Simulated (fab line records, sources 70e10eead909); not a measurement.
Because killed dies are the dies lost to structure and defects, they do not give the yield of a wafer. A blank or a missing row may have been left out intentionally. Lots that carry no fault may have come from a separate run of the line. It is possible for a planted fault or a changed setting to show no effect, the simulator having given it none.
Matching of chambers | flow nand harc | rie diel-11 running NHARC_P_BONDPAD_ETCH_37: 4 sister chambers
The step etches the open film in N2/H2, target depth 60 nm, overetch 18 nm, time 65.91 s. 4 wafers are shown with their chamber, then 8 later ones without.

== WAFERS WITH THEIR CHAMBER ==
wafer  | chamber | showerhead plenum p Torr (Torr)
L773.4 | 2       | 2.11
L784.2 | 0       | 2.12
L785.6 | 3       | 2.13
L789.2 | 1       | 1.98

== WAFERS MISSING THEIR CHAMBER ==
wafer  | showerhead plenum p Torr (Torr)
L789.3 | 2.13
L789.4 | 2.11
L791.1 | 2.12
L791.3 | 1.98
L791.6 | 2.13
L793.3 | 2.11
L793.4 | 1.97
L793.6 | 2.13

== WHICH CHAMBER EACH ONE RAN IN ==
wafer  | from the rows above | in truth
L789.3 | 3                   | 3
L789.4 | 2                   | 2
L791.1 | 0                   | 0
L791.3 | 1                   | 1
L791.6 | 3                   | 3
L793.3 | 2                   | 2
L793.4 | 1                   | 1
L793.6 | 3                   | 3
8 of 8 placed correctly. Left unplaced by these rows: 0. Placed wrongly: 0.
How it was worked out, from the rows above alone: a wafer's distance from a chamber is the root of the sum, over the readings, of the square of ((its reading less the chamber's mean) divided by the reading's scatter). The wafer belongs to the nearest chamber; if the next one is less than 2 further off, it can't be placed. A chamber's mean is the mean of its shown wafers. The scatter: with one shown wafer a chamber, the root of the mean of the squares of how far each hidden wafer lies from its nearest shown one.
